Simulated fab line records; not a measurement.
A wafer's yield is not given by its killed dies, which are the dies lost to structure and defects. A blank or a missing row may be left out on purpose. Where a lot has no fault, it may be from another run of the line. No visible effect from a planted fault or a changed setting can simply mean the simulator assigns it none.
fab line records | flow n5-finfet
record lots=4 wafers=12 last-day=15
route steps=1938 shown BEOL_M10@1497 BEOL_M11@1536 PASSIVATION@1936
lots that met no fault: taken from a fault-free run of the same line
start-h: start of the lot's first displayed wafer, in hours after the record's first day | wait-h: time in hours since the lot's previous step | " unchanged from the row above | L1.1+2: a single row standing in for several wafers | - no value, or no start given | * or withheld: withheld | < > ~ a bound
route shown NAME@n: NAME is a module with steps in the file, n the number in the route of the first one | usual: mean/standard deviation taken from wafers without a fault | same: alike in all rows | chamber/n: place in a boat | sites: the reading at each site | _std_site: the standard deviation of these | _edge_site: the outer-site mean with the inner-site mean subtracted | radius-mm: how far each site lies from the wafer's centre | mask NAME#n: copy n | behind: the last tool/chamber to shape the wafer | hold: the reason the lot was held/the length of the hold in hours/how it ended | device: which transistor (n, p or np) failed to switch | end of line: the tests these same wafers got at the end of their route | a step given without rows: its recipe and nothing more | killed: at the first sort, the dies lost to defects and structure; wafer yield is something else | map: per-die view of a wafer (x killed, . not killed, _ where there is no die)
set.NAME: the run value of the setting; set.NAME@STEP: its run value at that earlier step | model.NAME: the simulator's own value behind a step, which no gauge read
lots at selected steps of the route; one table per step, one row per wafer
services: from which hour (start-h, from the record's first day; less than 0 if before it) a tool's chamber was out of use, for how many hours, and why
## steps
# step N5_BEOL_M10_EBR_24
# recipe solvent=PGMEA ebr-width-mm=1.5
# step N5_BEOL_M10_SOFTBAKE_23
# recipe temp-c=110 time-s=60 resist=CAR-ArF
# step N5_BEOL_M10_EXPOSE_25
# recipe mask-id=V9 na=1.35 source-shape=annular sigma-inner=0.5 sigma-outer=0.8 polarization=unpolarized dose-mj=85.5
# step N5_BEOL_M10_PEB_26
# recipe peb-temp-c=withheld peb-time-s=60 resist=CAR-ArF
# step N5_BEOL_M10_DEVELOP_27
# recipe develop-time-s=30 developer=TMAH resist=CAR-ArF rinse-liquid=diw dry=air-spin dev-temp-c=23
# step N5_BEOL_M10_DESCUM_33
# recipe chemistry=O2 time-s=7.9 source-power-w=50 bias-power-w=20 pressure-mtorr=20 rf-frequency-hz=2.712e+07 temp-c=40 resist=CAR-ArF o2-flow-sccm=225
# step N5_BEOL_M10_ETCH_65
# recipe chemistry=CF4 target=SiARC target-depth-a=390 mask-material=CAR-ArF time-s=65 ion-energy-ev=80 pressure-mtorr=40 source-w=545 bias-w=36 Ar_flow_sccm=100 cf4-flow-sccm=100 ends=cleared
# step N5_BEOL_M10_ETCH_66
# recipe chemistry=N2/H2 target=SOC target-depth-a=1200 overetch-a=240 mask-material=SiARC temp-c=40 time-s=180 ion-energy-ev=200 pressure-mtorr=30 source-w=840 bias-w=150 n2-flow-sccm=200 h2-flow-sccm=200
# step N5_BEOL_M10_STRIP_69
# recipe chemistry=N2/H2 temp-c=40 n2-flow-sccm=200 h2-flow-sccm=200 rf-frequency-hz=6e+07
# step N5_BEOL_M10_VIA_ETCH_34
# recipe chemistry=C4F6/O2 target=SiCOH_lowk target-depth-a=1845 mask-material=SOC taper-deg=4 time-s=69.2 ion-energy-ev=250 pressure-mtorr=30 source-w=345 bias-w=185 Ar_flow_sccm=300 C4F6_flow_sccm=10 O2_flow_sccm=10
# usual drypump-motor-current-A=5.9/0.42 oes_ar_750_au=0.76/0.066 oes_f_703_au=0.75/0.071 oes-product-au=0.76/0.075 rf-fwd-power-W=342.3/1.3 rf-vpp-V=659/18 showerhead-plenum-p-Torr=2.85/0.07 throttle-valve-pct=21.00/0.25
# columns lot.wafer tool chamber start-h wait-h drypump-motor-current-A oes_ar_750_au oes_f_703_au oes-product-au rf-fwd-power-W rf-hours-counter-h rf-vpp-V showerhead-plenum-p-Torr throttle-valve-pct
L695.3 rie-diel-03 0 246.98 0.0 6.1 0.73 0.77 0.70 340.3 196 624 2.85 21.42
L695.4 " 3 " " 6.3 0.79 0.76 0.81 342.3 100 664 2.75 20.52
L695.5 " 2 " " 5.4 0.70 0.67 0.70 342.7 - 673 2.80 20.65
L694.1 rie-diel-01 3 252.16 0.0 6.1 0.72 0.74 0.70 343.5 249 681 2.80 21.29
L694.5 " 2 " " 6.3 0.86 0.85 0.86 344.6 - 665 2.89 21.04
L694.6 " 1 " " 6.0 0.69 0.66 0.70 340.9 - 668 2.73 21.03
L701.2 rie-diel-03 2 287.07 0.0 5.4 0.69 0.65 0.68 344.5 218 674 2.80 20.67
L701.4 " 0 " " 6.1 0.71 0.76 0.69 342.4 210 622 2.85 21.41
L701.5 " 1 " " 5.5 0.79 0.78 0.78 340.0 - 658 2.87 21.14
L703.1 rie-diel-03 3 302.00 0.0 6.3 0.77 0.75 0.80 341.3 119 664 2.75 20.53
L703.2 " 1 " " 5.5 0.78 0.79 0.77 339.6 113 656 2.87 21.14
L703.3 " 0 " " 6.1 0.71 0.75 0.68 341.8 215 622 2.85 21.45
# step N5_BEOL_M10_STRIP_73
# recipe chemistry=C4F6/O2 resist=SiARC rf-frequency-hz=6e+07
# step N5_BEOL_M10_STRIP_36
# recipe chemistry=N2/H2 power-w=450 temp-c=40 pressure-mtorr=20 rf-frequency-hz=6e+07 overash-fraction=0.3 bias-power-w=7 h2-frac=0.5 n2-flow-sccm=200 h2-flow-sccm=200
# step N5_BEOL_M10_TRENCH_ETCH_37
# recipe chemistry=C4F6/O2 target-depth-a=1488.3 target=SiCOH_lowk time-s=48 ion-energy-ev=250 pressure-mtorr=30 source-w=345 bias-w=185 Ar_flow_sccm=300 C4F6_flow_sccm=10 O2_flow_sccm=10
# step N5_BEOL_M10_ETCH_41
# recipe chemistry=CH3F/O2 target=SiCN target-depth-a=426 taper-deg=2 time-s=86 ion-energy-ev=120 mask-material=TiN pressure-mtorr=30 source-w=395 bias-w=75 Ar_flow_sccm=150 CH3F_flow_sccm=30 O2_flow_sccm=20
# step N5_BEOL_M10_STRIP_77
# recipe chemistry=N2/H2 time-s=10 power-w=450 temp-c=40 pressure-mtorr=20 rf-frequency-hz=6e+07 bias-power-w=7 n2-flow-sccm=200 h2-flow-sccm=200
# step N5_BEOL_M10_HM_STRIP_39
# recipe chemistry=peroxide-tin-strip material=TiN target-depth-a=250 temp-c=50 time-s=158
# step N5_BEOL_M10_SRD_40
# recipe time-s=30 temp-c=23 rinse-liquid=diw dry=ipa-marangoni
# step N5_BEOL_M10_PRECLEAN_42
# recipe chemistry=residue-remover time-s=60 temp-c=40
# step N5_BEOL_M10_SRD_43
# recipe time-s=30 temp-c=23 rinse-liquid=diw dry=ipa-marangoni
# step N5_BEOL_M10_CURE_72
# recipe temp-c=370 time-s=120 ambient=DMADMS/He material=SiCOH_lowk
# step N5_BEOL_M10_DEGAS_44
# recipe ambient=vacuum temp-c=250 time-s=60
# step N5_BEOL_M10_PRE_CLEAN_45
# recipe gas=H2/He time-s=30 temp-c=250
# step N5_BEOL_M10_ALD_74
# recipe material=TaN target-thk-a=20 temp-c=275 ald-precursor-family=PDMAT ald-co-reactant=NH3 pressure-torr=3 carrier-flow-sccm=1500 pulse-time-s=2 purge-time-s=3 co-reactant-purge-time-s=2 co-reactant-pulse-time-s=3 ald-cycles=40 precursor-vessel-temp-c=75 precursor-vessel-pressure-torr=26.25 precursor-vessel-carrier-sccm=1000
# step N5_BEOL_M10_SURFACE_TREAT_76
# recipe gas=Ar time-s=* ion-energy-ev=* ion-current-ma-cm2=0.5 pressure-mtorr=* ar-flow-sccm=30
# step N5_BEOL_M10_CVD_75
# recipe material=Co target-thk-a=20 temp-c=withheld precursor=CCTBA/H2 pressure-torr=30 time-s=138.9
# step N5_BEOL_M10_SPUTTER_48
# recipe material=Cu target-thk-a=120 temp-c=-20 bias-v=60 power-w=26000 chamber-pressure-pa=0.13 time-s=2
# step N5_BEOL_M10_ECD_50
# recipe material=Cu target-thk-a=3180
# step N5_BEOL_M10_ANNEAL_51
# recipe temp-c=225 time-s=90 ambient=N2
# step N5_BEOL_M10_CMP_52
# recipe stop-on=SiCOH_lowk t-overpolish-s=7 down-force-psi=1 platen-rpm=50 clearing-platen-down-force-psi=1.5 clearing-platen-rpm=50 post-cmp-clean=cu-alkaline target-thk-nm=140 clearing-platen-pad-velocity-m-s=0.99484 pad-velocity-m-s=0.99484
# step N5_BEOL_M10_PRE_CLEAN_55
# recipe gas=NH3 time-s=15 temp-c=withheld rf-power-w=300
# step N5_BEOL_M10_DEP_56
# recipe material=SiCN target-thk-a=150 temp-c=withheld precursor=3MS/NH3 pressure-torr=3 rf-w=202 time-s=26.5
# step N5_BEOL_M11_ILD_DEP_00
# recipe material=SiCOH_lowk target-thk-a=3085.1 temp-c=300 precursor=DEMS/porogen pressure-torr=5 rf-w=500 time-s=58
# step N5_BEOL_M11_CURE_71
# recipe temp-c=385 time-s=240 ambient=He/Ar material=SiCOH_lowk
# step N5_PASSIVATION_PROBE_49
# usual defect-limited-yield=91.5/1.7 killed_at_M0_to_M3=33/11 killed_at_M4_up=13/5.2 killed-at-contacts=11/5.7 killed-at-front-end=39/11 killed-at-other=4/3 killed-dies=101/20 killed-open=66/15 killed-short=33/8.4 sort_bin_5_function=5.0/1.1 sort_bin_6_memory=3.2/0.69 sort_bin_8_speed=0.1/0.52 sort-n-pass=1078/20 sort-yield-pct=91.4/1.7
# same gross-dies=1180 killed-at-back-side=0 sort_bin_4_leakage[%]=0
# columns lot.wafer tool chamber start-h wait-h defect-limited-yield[%] killed_at_M0_to_M3 killed_at_M4_up killed-at-contacts killed-at-front-end killed-at-other killed-dies killed-open killed-short sort_bin_5_function[%] sort_bin_6_memory[%] sort_bin_8_speed[%] sort-n-pass sort-yield-pct[%]
L694.1 prober-01 - 308.08 0.0 91.4 30 14 13 39 6 102 63 36 5.1 3.2 0 1078 91.4
L694.5 prober-01 - 308.28 0.2 92.8 26 11 13 30 5 85 57 25 3.9 3.1 0 1095 92.8
L694.6 prober-01 - 308.33 0.3 88.1 42 17 29 42 10 140 102 37 7.2 4.2 0 1040 88.1
L701.2 prober-01 - 337.37 0.1 85.4 26 107 14 23 2 172 62 17 9.7 3.7 0 1008 85.4
L701.4 prober-01 - 337.47 0.2 87.7 30 75 5 33 2 145 54 27 8.1 3.3 0 1035 87.7
L701.5 prober-01 - 337.52 0.2 85.8 27 111 7 20 3 168 48 24 9.7 3.2 0 1012 85.8
L703.1 prober-01 - 364.11 0.0 81.6 47 112 16 41 1 217 87 29 11.3 5.8 0 963 81.6
L703.2 prober-01 - 364.16 0.1 82.5 47 104 10 41 5 207 83 36 11.4 4.2 0 973 82.5
L703.3 prober-01 - 364.21 0.1 86.3 44 63 10 41 4 162 82 27 8.9 4.0 0 1018 86.3
# killed by level:class
L694.1 FIN_SAQP:geometric-particle:open=13 FIN_SAQP:geometric-particle:short=11 BEOL_M3:geometric-particle:open=11 MOL_CONTACT_COAG:geometric-particle:open=10 BEOL_M0_SAQP:geometric-particle:short=10 BEOL_M4:geometric-particle:open=7 BEOL_M0_SAQP:geometric-particle:open=4 STARTING-WAFER:geometric-particle:short=4
L694.5 MOL_CONTACT_COAG:geometric-particle:open=9 STI_FIN_REVEAL:geometric-particle:open=8 BEOL_M0_SAQP:geometric-particle:short=7 BEOL_M0_SAQP:geometric-particle:open=6 FIN_SAQP:geometric-particle:short=5 DUMMY_GATE:geometric-particle:open=4 BEOL_M3:geometric-particle:open=4 GATE_CUT:geometric-particle:short=4
L694.6 BEOL_M3:geometric-particle:open=23 MOL_CONTACT_COAG:geometric-particle:open=20 BEOL_M4:geometric-particle:open=11 STI_FIN_REVEAL:geometric-particle:open=9 FIN_SAQP:geometric-particle:open=8 MOL_CONTACT_COAG:geometric-particle:short=8 FIN_SAQP:geometric-particle:short=6 ILD0:geometric-particle:open=6
L701.2 BEOL_M10:unspecified=93 MOL_CONTACT_COAG:geometric-particle:open=14 FIN_SAQP:geometric-particle:open=9 BEOL_M0_SAQP:geometric-particle:open=7 BEOL_M2:geometric-particle:open=6 BEOL_M1:geometric-particle:open=5 BEOL_M4:geometric-particle:open=5 BEOL_M0_SAQP:geometric-particle:short=3
L701.4 BEOL_M10:unspecified=60 BEOL_M2:geometric-particle:open=9 BEOL_M0_SAQP:geometric-particle:short=8 FIN_SAQP:geometric-particle:open=6 STI_FIN_REVEAL:geometric-particle:open=5 BEOL_M0_SAQP:geometric-particle:open=5 GATE_CUT:geometric-particle:open=4 MOL_CONTACT_COAG:geometric-particle:open=4
L701.5 BEOL_M10:unspecified=94 BEOL_M0_SAQP:geometric-particle:open=6 BEOL_M2:geometric-particle:open=6 BEOL_M4:geometric-particle:open=6 STI_FIN_REVEAL:geometric-particle:open=4 MOL_CONTACT_COAG:geometric-particle:open=4 BEOL_M0_SAQP:geometric-particle:short=4 BEOL_M3:geometric-particle:open=4
L703.1 BEOL_M10:unspecified=99 STI_FIN_REVEAL:geometric-particle:open=16 MOL_CONTACT_COAG:geometric-particle:open=13 BEOL_M3:geometric-particle:open=10 BEOL_M0_SAQP:geometric-particle:open=9 BEOL_M2:geometric-particle:open=7 FIN_SAQP:geometric-particle:open=6 BEOL_M0_SAQP:geometric-particle:short=6
L703.2 BEOL_M10:unspecified=88 STI_FIN_REVEAL:geometric-particle:open=14 BEOL_M2:geometric-particle:open=10 MOL_CONTACT_COAG:geometric-particle:open=9 BEOL_M1:geometric-particle:open=9 BEOL_M4:geometric-particle:open=8 BEOL_M0_SAQP:geometric-particle:short=7 BEOL_M3:geometric-particle:open=7
L703.3 BEOL_M10:unspecified=52 BEOL_M3:geometric-particle:open=13 STI_FIN_REVEAL:geometric-particle:open=12 MOL_CONTACT_COAG:geometric-particle:open=8 BEOL_M2:geometric-particle:open=8 FIN_SAQP:geometric-particle:open=6 ILD0:geometric-particle:open=5 DUMMY_GATE:geometric-particle:open=5
# map L701.2 (x killed, . not)
_________________............________________
______________.................._____________
___________.xx.....................__________
__________.....................x...._________
________............x....x...........x_______
_______................................______
______.....x........x..x...x............_____
_____....................................____
____...............x....x..x.............x___
___.......x....x...........................__
___............x.x.....x.................x.__
__.....x..........x.......x........x.x......_
__............................x.x...x....x.._
_.....x.............x...x.....xxx.xx.x.xx.x..
_..............................xxxxxxxxxx..x.
_.........x..................x.xxxxxxxxxxxx..
_...x..............x............xxxxxxxxxxx..
_.......x.....x.......xx......xxxxxxxxxxxx...
_.x..x......................xx.xxxxxxxxxx.x.x
_.........x.....x.....x.........xxxxxxxxxx...
_......x..........x.............x.xx.xxxxx...
__x..xxx........................x.xxxxx....._
__x........xx.x...x............x.x.xx......._
___...............xx........x........x...xx__
___......................................x.__
____.............................xx......x___
_____........x...........................____
______.................................x_____
_______................x...............______
________..............x..............._______
__________....x...............x....._________
___________..............x.........__________
______________........x......x.._____________
_________________............________________
# map L703.1 (x killed, . not)
_________________............________________
______________.....x......x....._____________
___________..xx..x.x...............__________
__________..x.................x....._________
________........x.......x............._______
_______.....x.............x.........x..______
______.........x..........x.....x......._____
_____x..x.............................x..____
____...x..x...x..........x..xx...x.......x___
___...............x..x.x..xx.x.xxx.........__
___.....x...x.............x..xxxx.x........__
__......x....x...x........x.xxxxxxxxx...xx.._
__.....x.............x..x.xxxxxxxxxx.xx....._
_x......x................xxxxxxxxxxxx........
_....x.x........x.........xxxxxxxxxx...x.....
_........x.............xx..xxxxxxxxx.........
_...........x............xxx.xxxxxxxx..x.....
_..x..x...........x..x...x.xxxxxxxxxxx......x
_........x..........x...x.x..x...xxxx....x.x.
_.....x........x....x.....x.....x.xxx........
_.x..x...x.....x..........................x..
__....x...................x...............x._
__x...xxx.xx.....x...............x.........._
___...........x..............x........x...x__
___...........x.x.x................xx......__
____..............................x.......___
_____..x...................x.......x....x____
______......x.x...x.x...xx..x..........._____
_______.x.........x..x......x.x..x.....______
________.........xx...............x.x._______
__________...........x........x..x.._________
___________.........x..x......x....__________
______________.................._____________
_________________......x.....________________
## services
# columns tool chamber start-h hours kind
rie-diel-01 3 255.63 - clean
rie-diel-01 3 255.63 - consumable-replace:focus-ring
rie-diel-01 3 255.63 20.5 scheduled-down
rie-diel-01 3 255.63 20.5 vent-cycle
## key
first-sign step=N5_PASSIVATION_PROBE_49 reading=killed_at_M4_up direction=up sigmas=16 usual=13 struck=95
effect step=N5_PASSIVATION_PROBE_49 reading=defect-limited-yield direction=down sigmas=4 usual=91.5 struck=84.9
more-kills-born-at N5_BEOL_M10_VIA_ETCH_34@rie-diel-03=486
met-at N5_BEOL_M10_VIA_ETCH_34
struck-wafers L701.2,L701.4,L701.5,L703.1,L703.2,L703.3
onset-between 246.98 287.07
also-fits time
fault kind=chamber-particle-source tool=rie-diel-03 chamber=- onset-h=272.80 steps=N5_BEOL_M10_VIA_ETCH_34 rate-per-visit-cm2=0.37636 end-h=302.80
